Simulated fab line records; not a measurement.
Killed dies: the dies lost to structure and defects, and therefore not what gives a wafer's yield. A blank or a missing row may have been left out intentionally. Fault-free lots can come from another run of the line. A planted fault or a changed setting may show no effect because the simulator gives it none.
fab line records ; flow n5-finfet
record lots=6; wafers=18; last-day=18
route steps=1938 shown WELL_APT@50 PMOS_HMC_CHANNEL_EPI@57 BEOL_M4@1111 PASSIVATION@1936
lots that met no fault: from a run of the same line without faults
start-h: hours from the record's first day to the start of the lot's first wafer shown ; wait-h: hours from the lot's prior step to this one ; " unchanged from the row above ; L1.1+2: a row that stands for several wafers ; - value missing, or start not given ; * or withheld: withheld ; < > ~ a bound
route shown NAME@n: names a module that has steps shown in the file, with the first one's number in the route ; usual: mean and standard deviation over wafers with no fault ; same: alike in all rows ; chamber/n: place in a boat ; sites: each site's reading ; _std_site: standard deviation across them ; _edge_site: the outer-site mean with the inner-site mean subtracted ; radius-mm: for every site, how far away it sits from the centre of the wafer ; mask NAME#n: copy n ; behind: the last tool/chamber to shape the wafer ; hold: cause of the lot's hold/its duration in hours/its outcome ; device: the transistor (n, p or np) that didn't switch ; end of line: the tests these same wafers got at the end of their route ; where a step has no rows: the recipe by itself ; killed: dies that structure and defects cost at the first sort, which is not the same as the wafer's yield ; map: shows each die of a wafer: x if killed, . if not, _ if none is there
set.NAME: setting as actually run; set.NAME@STEP: the setting as run at that earlier step ; model.NAME: the simulator's own value behind a step, which no gauge read
lots at some steps of the route; a table a step, a row a wafer
services: from which hour (start-h, from the record's first day; less than 0 if before it) a tool's chamber was out of use, for how many hours, and why
## steps
# step N5_WELL_APT_RTA_34
# recipe temp-c=1000; time-s=10; ambient=N2; idle-temp-c=600; ramp-up-c-per-s=150; ramp-down-c-per-s=60; cool-to-c=600
# usual lamp-power-pct=13.00/0.054; wafer_temp_C_max=1003.6/1
lot.wafer;tool;chamber;start-h;wait-h;lamp-power-pct;wafer_temp_C_max
L927.4;rtp-anneal-01;0;15.95;0.1;12.95;1002.9
L927.5;rtp-anneal-01;0;15.95;0.1;12.94;1003.9
L927.6;rtp-anneal-01;0;15.95;0.1;12.93;1003.6
L930.2;rtp-anneal-02;0;33.74;0.0;13.01;1002.7
L930.3;rtp-anneal-02;0;33.74;0.0;13.08;1004.3
L930.5;rtp-anneal-02;0;33.74;0.0;13.01;1005.0
L940.1;rtp-anneal-02;0;93.86;0.1;12.95;1003.0
L940.3;rtp-anneal-02;0;93.86;0.1;13.06;1003.3
L940.4;rtp-anneal-02;0;93.86;0.1;12.97;1001.9
L941.1;rtp-anneal-01;0;100.01;0.0;12.97;1003.9
L941.4;rtp-anneal-01;0;100.01;0.0;12.97;1002.4
L941.5;rtp-anneal-01;0;100.01;0.0;13.12;1004.1
L942.1;rtp-anneal-01;0;106.31;0.0;13.04;1002.5
L942.5;rtp-anneal-01;0;106.31;0.0;13.01;1001.8
L942.6;rtp-anneal-01;0;106.31;0.0;13.04;1003.0
L946.4;rtp-anneal-02;0;130.14;0.1;13.01;1003.8
L946.5;rtp-anneal-02;0;130.14;0.1;13.07;1003.6
L946.6;rtp-anneal-02;0;130.14;0.1;13.01;1006.0
# step N5_WELL_APT_OXIDE_STRIP_42
# recipe chemistry=dHF; dilution=25:1; time-s=45; temp-c=25; target=SiO2; target-depth-a=120
# step N5_WELL_APT_PRECLEAN_36
# recipe chemistry=O3/DIW; time-s=45; temp-c=22; o3-ppm=10
# step N5_WELL_APT_PRECLEAN_39
# recipe chemistry=dHF; time-s=60; dilution=150:1; temp-c=25
# step N5_WELL_APT_SRD_37
# recipe dry=ipa-marangoni; do-ppb=5; time-s=30; temp-c=23; rinse-liquid=diw
# step N5_WELL_APT_EPI_41
# recipe material=Si; target-thk-a=500; temp-c=650; precursor=SiH4/H2; pressure-torr=20; time-s=297.7
# usual throttle-valve-pct=11.15/0.23
lot.wafer;tool;chamber;start-h;wait-h;throttle-valve-pct
L927.4;epi-rpcvd-03;0;16.52;0.4;10.92
L927.5;epi-rpcvd-03;0;16.52;0.4;10.72
L927.6;epi-rpcvd-03;0;16.52;0.4;10.84
L930.2;epi-rpcvd-02;0;34.21;0.3;11.07
L930.3;epi-rpcvd-02;0;34.21;0.3;11.30
L930.5;epi-rpcvd-02;0;34.21;0.3;11.31
L940.1;epi-rpcvd-03;0;94.10;0.0;10.97
L940.3;epi-rpcvd-03;0;94.10;0.0;11.12
L940.4;epi-rpcvd-03;0;94.10;0.0;10.76
L941.1;epi-rpcvd-01;0;100.25;0.0;11.27
L941.4;epi-rpcvd-01;0;100.25;0.0;11.09
L941.5;epi-rpcvd-01;0;100.25;0.0;11.32
L942.1;epi-rpcvd-01;0;106.55;0.0;11.10
L942.5;epi-rpcvd-01;0;106.55;0.0;11.32
L942.6;epi-rpcvd-01;0;106.55;0.0;11.33
L946.4;epi-rpcvd-03;0;130.62;0.3;10.80
L946.5;epi-rpcvd-03;0;130.62;0.3;11.03
L946.6;epi-rpcvd-03;0;130.62;0.3;10.82
# step N5_WELL_APT_INSPECT_38
# recipe inspect-instrument=darkfield; mode=post-epi
# usual raw-defect-count=13/4.7
lot.wafer;tool;chamber;start-h;wait-h;raw-defect-count
L927.4;defect-inspect-02;-;16.96;0.3;14
L927.5;defect-inspect-02;-;16.96;0.3;12
L927.6;defect-inspect-02;-;16.96;0.3;14
L930.2;defect-inspect-02;-;35.43;1.0;18
L930.3;defect-inspect-02;-;35.43;1.0;11
L930.5;defect-inspect-02;-;35.43;1.0;12
L940.1;defect-inspect-01;-;94.94;0.7;15
L940.3;defect-inspect-01;-;94.94;0.7;26
L940.4;defect-inspect-01;-;94.94;0.7;13
L941.1;defect-inspect-02;-;100.89;0.5;10
L941.4;defect-inspect-02;-;100.89;0.5;8
L941.5;defect-inspect-02;-;100.89;0.5;12
L942.1;defect-inspect-02;-;107.18;0.5;17
L942.5;defect-inspect-02;-;107.18;0.5;9
L942.6;defect-inspect-02;-;107.18;0.5;0
L946.4;defect-inspect-01;-;130.96;0.2;6
L946.5;defect-inspect-01;-;130.96;0.2;5
L946.6;defect-inspect-01;-;130.96;0.2;7
# step N5_PMOS_HMC_CHANNEL_EPI_HM_DEP_34
# recipe material=SiO2; target-thk-a=360; temp-c=400; precursor=TEOS/O2; pressure-torr=6.5; rf-w=900; teos-flow-sccm=161.4; gas=O2; flow-sccm=2650; time-s=6.9
# usual heater-power-w=522/68; showerhead-plenum-p-Torr=8.36/0.039; throttle-valve-pct=18.6/1.1
lot.wafer;tool;chamber;start-h;wait-h;heater-power-w;showerhead-plenum-p-Torr;throttle-valve-pct
L927.4;pecvd-04;2;17.01;0.0;393;8.40;17.4
L927.5;pecvd-04;0;17.01;0.0;620;8.35;19.1
L927.6;pecvd-04;1;17.01;0.0;463;8.35;17.8
L930.2;pecvd-04;1;35.47;0.0;476;8.34;18.0
L930.3;pecvd-04;2;35.47;0.0;410;8.41;17.4
L930.5;pecvd-04;2;35.47;0.0;411;8.41;17.6
L940.1;pecvd-04;2;94.97;0.0;471;8.42;17.4
L940.3;pecvd-04;1;94.97;0.0;480;8.35;17.7
L940.4;pecvd-04;2;94.97;0.0;473;8.43;17.6
L941.1;pecvd-01;1;100.92;0.0;542;8.40;19.1
L941.4;pecvd-01;2;100.92;0.0;547;8.35;18.5
L941.5;pecvd-01;1;100.92;0.0;538;8.39;19.0
L942.1;pecvd-04;0;107.22;0.0;486;8.38;19.5
L942.5;pecvd-04;0;107.22;0.0;490;8.35;19.5
L942.6;pecvd-04;2;107.22;0.0;505;8.39;17.3
L946.4;pecvd-02;0;131.01;0.0;587;8.27;17.1
L946.5;pecvd-02;2;131.01;0.0;463;8.35;18.9
L946.6;pecvd-02;1;131.01;0.0;462;8.34;19.9
# step N5_PMOS_HMC_CHANNEL_EPI_COAT_31
# recipe resist=BARC; temp-c=205; time-s=60; spin-rpm=1500; resist-thk-nm=66
# step N5_PMOS_HMC_CHANNEL_EPI_COAT_03
# recipe resist=CAR-ArF-block; spin-rpm=1500; resist-thk-nm=205
# step N5_PMOS_HMC_CHANNEL_EPI_EBR_05
# recipe solvent=PGMEA; ebr-width-mm=1.5
# step N5_PMOS_HMC_CHANNEL_EPI_SOFTBAKE_04
# recipe temp-c=110; time-s=60; resist=CAR-ArF-block
# step N5_PMOS_HMC_CHANNEL_EPI_EXPOSE_06
# recipe mask-id=PMOS_HMC_BLK; na=1.35; source-shape=conventional; sigma-outer=0.8; polarization=unpolarized; target-cd-nm=240; dose-mj=41
# usual exposure-dose-mJ-cm2=41.08/0.14; reticle-temp-C=23.00/0.12
lot.wafer;tool;chamber;start-h;wait-h;mask;exposure-dose-mJ-cm2;reticle-temp-C
L927.4;arfi-scanner-03;0;17.17;-;PMOS_HMC_BLK#0;41.22;22.73
L927.5;arfi-scanner-03;0;17.17;-;PMOS_HMC_BLK#0;41.21;22.84
L927.6;arfi-scanner-03;0;17.17;-;PMOS_HMC_BLK#0;41.17;22.81
L930.2;arfi-scanner-01;0;35.63;-;PMOS_HMC_BLK#0;41.02;22.93
L930.3;arfi-scanner-01;0;35.63;-;PMOS_HMC_BLK#0;40.95;22.86
L930.5;arfi-scanner-01;0;35.63;-;PMOS_HMC_BLK#0;41.00;22.96
L940.1;arfi-scanner-01;0;95.25;-;PMOS_HMC_BLK#0;40.31;23.10
L940.3;arfi-scanner-01;0;95.25;-;PMOS_HMC_BLK#0;40.24;23.05
L940.4;arfi-scanner-01;0;95.25;-;PMOS_HMC_BLK#0;40.38;23.06
L941.1;arfi-scanner-03;0;101.20;-;PMOS_HMC_BLK#0;41.27;23.13
L941.4;arfi-scanner-03;0;101.20;-;PMOS_HMC_BLK#0;41.24;23.03
L941.5;arfi-scanner-03;0;101.20;-;PMOS_HMC_BLK#0;41.20;23.24
L942.1;arfi-scanner-01;0;107.50;-;PMOS_HMC_BLK#0;40.42;23.01
L942.5;arfi-scanner-01;0;107.50;-;PMOS_HMC_BLK#0;40.42;23.07
L942.6;arfi-scanner-01;0;107.50;-;PMOS_HMC_BLK#0;40.51;23.00
L946.4;arfi-scanner-02;0;131.17;-;PMOS_HMC_BLK#0;40.89;23.05
L946.5;arfi-scanner-02;0;131.17;-;PMOS_HMC_BLK#0;40.97;23.04
L946.6;arfi-scanner-02;0;131.17;-;PMOS_HMC_BLK#0;40.93;22.96
# step N5_PMOS_HMC_CHANNEL_EPI_PEB_07
# recipe peb-temp-c=110; peb-time-s=60; resist=CAR-ArF-block
# step N5_BEOL_M4_RC_MEAS_101
# usual DIBL_N=36.1/1.9; DIBL_P=36.4/2.5; IOFF_N=0.16/0.036; IOFF_P=0.22/0.038; ION_N=672/11; ION_P=462/8; SS_N=71.6/0.68; SS_P=73.3/0.77; VT_N=250/3.3; VT_P=-250/3.6
lot.wafer;tool;chamber;start-h;wait-h;DIBL_N[mV/V];DIBL_P[mV/V];IOFF_N[nA/um];IOFF_P[nA/um];ION_N[uA/um];ION_P[uA/um];SS_N[mV/dec];SS_P[mV/dec];VT_N[mV];VT_P[mV]
L927.4;prober-01;0;195.80;0.5;38.7;41.0;0.21;0.28;678;462;72.4;73.7;247;-248
L927.5;prober-01;0;195.80;0.5;36.6;39.7;0.18;0.26;685;472;72.4;74.2;249;-249
L927.6;prober-01;0;195.80;0.5;36.6;38.5;0.17;0.25;680;469;72.0;74.0;249;-249
L930.2;prober-01;0;199.64;0.2;35.1;35.5;0.15;0.21;670;458;71.1;73.2;250;-251
L930.3;prober-01;0;199.64;0.2;39.1;37.2;0.25;0.24;671;456;73.8;73.7;248;-248
L930.5;prober-01;0;199.64;0.2;36.3;37.0;0.17;0.24;679;466;71.1;73.3;253;-247
L940.1;prober-01;0;279.22;0.0;33.3;33.7;0.11;0.16;649;450;71.3;73.7;258;-255
L940.3;prober-01;0;279.22;0.0;32.2;32.4;0.10;0.15;654;450;70.5;73.3;258;-257
L940.4;prober-01;0;279.22;0.0;36.7;38.6;0.17;0.25;683;465;72.2;74.3;252;-249
L941.1;prober-02;0;287.73;0.0;35.5;37.2;0.15;0.20;669;461;71.8;73.7;252;-255
L941.4;prober-02;0;287.73;0.0;36.8;38.2;0.18;0.22;685;461;71.5;73.6;249;-251
L941.5;prober-02;0;287.73;0.0;35.7;37.4;0.16;0.21;670;465;71.7;73.1;251;-252
L942.1;prober-01;0;287.96;0.0;35.1;32.7;0.13;0.21;666;466;71.3;73.1;254;-244
L942.5;prober-01;0;287.96;0.0;36.2;34.2;0.15;0.24;675;471;71.0;73.6;252;-244
L942.6;prober-01;0;287.96;0.0;35.4;32.6;0.13;0.22;657;462;70.7;72.6;252;-245
L946.4;prober-02;0;309.61;0.5;37.3;38.4;0.18;0.23;683;465;71.8;74.0;247;-251
L946.5;prober-02;0;309.61;0.5;37.1;37.7;0.17;0.22;688;466;71.6;73.1;247;-250
L946.6;prober-02;0;309.61;0.5;38.2;39.6;0.20;0.26;690;465;72.0;74.2;247;-248
# step N5_PASSIVATION_PROBE_49
# usual defect-limited-yield=91.2/1.4; killed_at_M0_to_M3=34/11; killed_at_M4_up=14/6.3; killed-at-contacts=13/7.4; killed-at-front-end=38/11; killed-at-other=4.3/2.9; killed-dies=103/17; killed-on-rim=14/4.1; killed-open=68/12; killed-short=34/8; sort_bin_4_leakage=0.00/0.027; sort_bin_5_function=5.1/0.9; sort_bin_6_memory=3.3/0.66; sort-n-pass=1077/17; sort-yield-pct=91.2/1.4
# same gross-dies=1180; killed-at-back-side=0; sort_bin_8_speed[%]=0
lot.wafer;tool;chamber;start-h;wait-h;defect-limited-yield[%];killed_at_M0_to_M3;killed_at_M4_up;killed-at-contacts;killed-at-front-end;killed-at-other;killed-dies;killed-on-rim;killed-open;killed-short;sort_bin_4_leakage[%];sort_bin_5_function[%];sort_bin_6_memory[%];sort-n-pass;sort-yield-pct[%]
L927.4;prober-01;-;295.14;0.2;92.8;23;9;11;29;13;85;12;57;28;0;3.9;3.2;1095;92.8
L927.5;prober-01;-;295.19;0.2;93.4;26;14;7;24;7;78;7;59;19;0;3.4;3.0;1102;93.4
L927.6;prober-01;-;295.24;0.3;92.1;33;15;13;30;2;93;9;66;27;0;4.5;3.2;1087;92.1
L930.2;prober-01;-;309.85;0.1;93.6;29;9;8;27;2;75;12;40;35;0;3.7;2.5;1105;93.6
L930.3;prober-01;-;309.90;0.1;91.9;35;12;14;32;2;95;10;64;29;0.17;5.0;3.0;1083;91.8
L930.5;prober-01;-;310.00;0.2;91.4;31;9;20;39;2;101;18;60;41;0;4.8;3.4;1079;91.4
L940.1;prober-02;-;382.95;0.0;92.3;32;8;15;31;5;91;14;58;33;0;4.6;2.9;1089;92.3
L940.3;prober-02;-;383.05;0.1;93.3;24;13;13;22;7;79;8;48;26;0;4.5;1.9;1101;93.3
L940.4;prober-02;-;383.10;0.2;93.5;18;13;11;25;10;77;8;45;31;0;3.7;2.5;1103;93.5
L942.1;prober-01;-;397.68;0.0;92.1;30;14;0;45;4;93;14;60;29;0;4.4;2.9;1087;92.1
L942.5;prober-01;-;397.88;0.2;91.3;33;17;8;40;5;103;9;73;25;0;5.6;2.9;1077;91.3
L942.6;prober-01;-;397.93;0.3;93.8;19;11;4;36;3;73;11;38;30;0;3.3;2.4;1107;93.8
L941.1;prober-01;-;398.23;0.0;89.8;43;11;33;29;4;120;11;82;38;0;6.1;3.9;1060;89.8
L941.4;prober-01;-;398.38;0.2;89.7;44;21;25;27;4;121;14;69;52;0;5.3;4.6;1059;89.7
L941.5;prober-01;-;398.43;0.2;88.5;52;31;30;19;4;136;17;96;39;0;7.0;4.2;1044;88.5
L946.4;prober-01;-;424.56;0.2;92.2;25;22;11;31;3;92;14;62;29;0;4.6;2.8;1088;92.2
L946.5;prober-01;-;424.61;0.2;91.4;17;39;7;35;4;102;8;74;26;0;5.7;2.7;1078;91.4
L946.6;prober-01;-;424.66;0.3;91.4;31;21;7;38;4;101;10;69;25;0;5.3;2.5;1079;91.4
# killed by level:class
L927.4 STI_FIN_REVEAL:geometric-particle:open=11 MOL_CONTACT_COAG:geometric-particle:open=10 BEOL_M2:geometric-particle:open=6 FIN_SAQP:geometric-particle:open=4 BEOL_M0_SAQP:geometric-particle:short=4 PAD_METAL:geometric-particle:short=4 FIN_SAQP:geometric-particle:short=3 DUMMY_GATE:geometric-particle:open=3
L927.5 BEOL_M4:geometric-particle:open=12 STI_FIN_REVEAL:geometric-particle:open=9 BEOL_M2:geometric-particle:open=7 BEOL_M3:geometric-particle:open=7 MOL_CONTACT_COAG:geometric-particle:open=6 FIN_SAQP:geometric-particle:short=5 BEOL_M0:geometric-particle:open=5 DUMMY_GATE:geometric-particle:open=4
L927.6 BEOL_M1:geometric-particle:open=14 MOL_CONTACT_COAG:geometric-particle:open=12 FIN_SAQP:geometric-particle:short=11 STI_FIN_REVEAL:geometric-particle:open=6 BEOL_M4:geometric-particle:open=6 BEOL_M3:geometric-particle:open=5 STI_FIN_REVEAL:geometric-particle:short=4 BEOL_M2:geometric-particle:open=4
L930.2 BEOL_M0_SAQP:geometric-particle:short=7 STI_FIN_REVEAL:geometric-particle:open=6 GATE_CUT:geometric-particle:short=6 BEOL_M1:geometric-particle:open=6 MOL_CONTACT_COAG:geometric-particle:short=4 MOL_CONTACT_COAG:geometric-particle:open=4 BEOL_M3:geometric-particle:short=4 BEOL_M4:geometric-particle:open=4
L930.3 MOL_CONTACT_COAG:geometric-particle:open=13 BEOL_M1:geometric-particle:open=12 FIN_SAQP:geometric-particle:short=7 STI_FIN_REVEAL:geometric-particle:open=6 BEOL_M0_SAQP:geometric-particle:open=6 DUMMY_GATE:geometric-particle:open=5 BEOL_M0_SAQP:geometric-particle:short=4 BEOL_M4:geometric-particle:open=4
L930.5 MOL_CONTACT_COAG:geometric-particle:open=15 STI_FIN_REVEAL:geometric-particle:open=10 BEOL_M0_SAQP:geometric-particle:short=10 FIN_SAQP:geometric-particle:short=8 FIN_SAQP:geometric-particle:open=6 BEOL_M3:geometric-particle:open=6 MOL_CONTACT_COAG:geometric-particle:short=5 BEOL_M0_SAQP:geometric-particle:open=5
L940.1 MOL_CONTACT_COAG:geometric-particle:open=13 FIN_SAQP:geometric-particle:short=11 BEOL_M2:geometric-particle:open=11 BEOL_M0_SAQP:geometric-particle:short=7 BEOL_M0_SAQP:geometric-particle:open=6 MIM_TOP_ETCH:geometric-particle:open=5 STI_FIN_REVEAL:geometric-particle:open=4 FIN_SAQP:geometric-particle:open=3
L940.3 MOL_CONTACT_COAG:geometric-particle:open=10 BEOL_M4:geometric-particle:open=8 BEOL_M0_SAQP:geometric-particle:short=8 BEOL_M0_SAQP:geometric-particle:open=8 FIN_SAQP:geometric-particle:short=3 STI_FIN_REVEAL:geometric-particle:open=3 MOL_CONTACT_COAG:geometric-particle:short=3 BEOL_M3:geometric-particle:open=3
L940.4 MOL_CONTACT_COAG:geometric-particle:open=10 BEOL_M4:geometric-particle:open=8 BEOL_M0_SAQP:geometric-particle:short=5 FIN_SAQP:geometric-particle:short=4 ILD0:geometric-particle:short=3 GATE_CUT:geometric-particle:open=3 GATE_CUT:geometric-particle:short=3 BEOL_M1:geometric-particle:open=3
L942.1 STI_FIN_REVEAL:geometric-particle:open=20 FIN_SAQP:geometric-particle:short=10 BEOL_M3:geometric-particle:open=8 BEOL_M0:geometric-particle:open=7 BEOL_M0_SAQP:geometric-particle:open=6 BEOL_M0_SAQP:geometric-particle:short=5 FIN_SAQP:geometric-particle:open=4 BEOL_M4:geometric-particle:short=4
L942.5 STI_FIN_REVEAL:geometric-particle:open=17 BEOL_M0_SAQP:geometric-particle:open=12 BEOL_M1:geometric-particle:open=9 BEOL_M4:geometric-particle:open=7 MOL_CONTACT_COAG:geometric-particle:open=6 BEOL_M0_SAQP:geometric-particle:short=6 DUMMY_GATE:geometric-particle:open=4 FIN_SAQP:geometric-particle:short=3
L942.6 FIN_SAQP:geometric-particle:short=12 FIN_SAQP:geometric-particle:open=9 BEOL_M0_SAQP:geometric-particle:short=7 BEOL_M1:geometric-particle:open=6 STARTING-WAFER:geometric-particle:short=5 MOL_CONTACT_COAG:geometric-particle:open=4 STI_FIN_REVEAL:geometric-particle:open=3 DUMMY_GATE:geometric-particle:open=3
L941.1 MOL_CONTACT_COAG:geometric-particle:open=25 BEOL_M0_SAQP:geometric-particle:open=13 BEOL_M0_SAQP:geometric-particle:short=12 MOL_CONTACT_COAG:geometric-particle:short=8 FIN_SAQP:geometric-particle:open=6 BEOL_M1:geometric-particle:open=6 STI_FIN_REVEAL:geometric-particle:open=5 BEOL_M3:geometric-particle:open=5
L941.4 MOL_CONTACT_COAG:geometric-particle:open=18 BEOL_M0_SAQP:geometric-particle:short=16 BEOL_M0_SAQP:geometric-particle:open=16 GATE_CUT:geometric-particle:short=9 BEOL_M4:geometric-particle:short=8 MOL_CONTACT_COAG:geometric-particle:short=7 GATE_CUT:geometric-particle:open=5 BEOL_M5:geometric-particle:open=4
L941.5 MOL_CONTACT_COAG:geometric-particle:open=28 BEOL_M4:geometric-particle:open=21 BEOL_M0_SAQP:geometric-particle:open=13 BEOL_M0_SAQP:geometric-particle:short=10 BEOL_M3:geometric-particle:open=7 BEOL_M1:geometric-particle:open=6 BEOL_M2:geometric-particle:open=6 BEOL_M1:geometric-particle:short=5
L946.4 BEOL_M4:geometric-particle:open=12 MOL_CONTACT_COAG:geometric-particle:open=11 FIN_SAQP:geometric-particle:short=7 BEOL_M2:geometric-particle:open=7 FIN_SAQP:geometric-particle:open=6 DUMMY_GATE:geometric-particle:open=4 BEOL_M0_SAQP:geometric-particle:open=4 BEOL_M2:geometric-particle:short=4
L946.5 BEOL_M4:geometric-particle:open=24 MOL_CONTACT_COAG:geometric-particle:open=7 FIN_SAQP:geometric-particle:short=6 STI_FIN_REVEAL:geometric-particle:open=6 BEOL_M2:geometric-particle:open=6 FIN_SAQP:geometric-particle:open=5 DUMMY_GATE:geometric-particle:open=4 BEOL_M0_SAQP:geometric-particle:short=4
L946.6 BEOL_M4:geometric-particle:open=13 BEOL_M3:geometric-particle:open=13 FIN_SAQP:geometric-particle:open=8 BEOL_M2:geometric-particle:open=6 BEOL_M3:geometric-particle:short=5 STI_FIN_REVEAL:geometric-particle:open=4 DUMMY_GATE:geometric-particle:open=4 MOL_CONTACT_COAG:geometric-particle:open=4
## services
tool;chamber;start-h;hours;kind
epi-rpcvd-02;-;-1.83;0.2;repair
epi-rpcvd-03;-;-0.83;1.7;repair
arfi-scanner-02;-;1.68;4.9;pm
pecvd-04;-;1.74;2.3;repair
arfi-scanner-03;-;5.18;0.2;repair
arfi-scanner-01;-;18.39;0.8;pm
arfi-scanner-02;-;30.95;36.0;pm
rtp-anneal-02;-;49.26;6.7;pm
pecvd-04;1;51.83;7.3;repair
rtp-anneal-02;-;56.89;3.9;pm
arfi-scanner-01;-;59.18;1.0;pm
pecvd-02;-;59.85;1.6;repair
arfi-scanner-03;-;66.37;1.3;pm
arfi-scanner-02;-;66.95;0.8;pm
arfi-scanner-01;-;69.44;1.3;pm
arfi-scanner-03;-;71.62;1.0;pm
arfi-scanner-01;-;73.69;0.4;repair
arfi-scanner-03;-;74.80;0.6;repair
arfi-scanner-02;-;76.25;1.0;pm
pecvd-01;-;78.00;2.8;pm
arfi-scanner-02;-;83.77;0.5;repair
arfi-scanner-02;-;84.54;1.0;pm
arfi-scanner-03;-;114.98;0.8;pm
arfi-scanner-01;-;129.05;1.0;pm
## key
first-sign step=N5_PMOS_HMC_CHANNEL_EPI_EXPOSE_06; reading=exposure-dose-mJ-cm2; direction=down; sigmas=5.1; usual=41.08; struck=40.38
effect none on later readings
met-at N5_PMOS_HMC_CHANNEL_EPI_EXPOSE_06
struck-wafers L940.1,L940.3,L940.4,L942.1,L942.5,L942.6
loop-trim step=N5_PMOS_HMC_CHANNEL_EPI_EXPOSE_06; setting=dose; lots=L942
onset-between 35.63 95.25
fault kind=process-parameter-drift; tool=arfi-scanner-01; chamber=-; onset-h=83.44; steps=N5_PMOS_HMC_CHANNEL_EPI_EXPOSE_06; channel=dose-mj; offset=-0.62638; shape=step; acts-in=these-recipes-only; stated=41
# loop-trim: a control loop set the setting to another value than it would have without faults
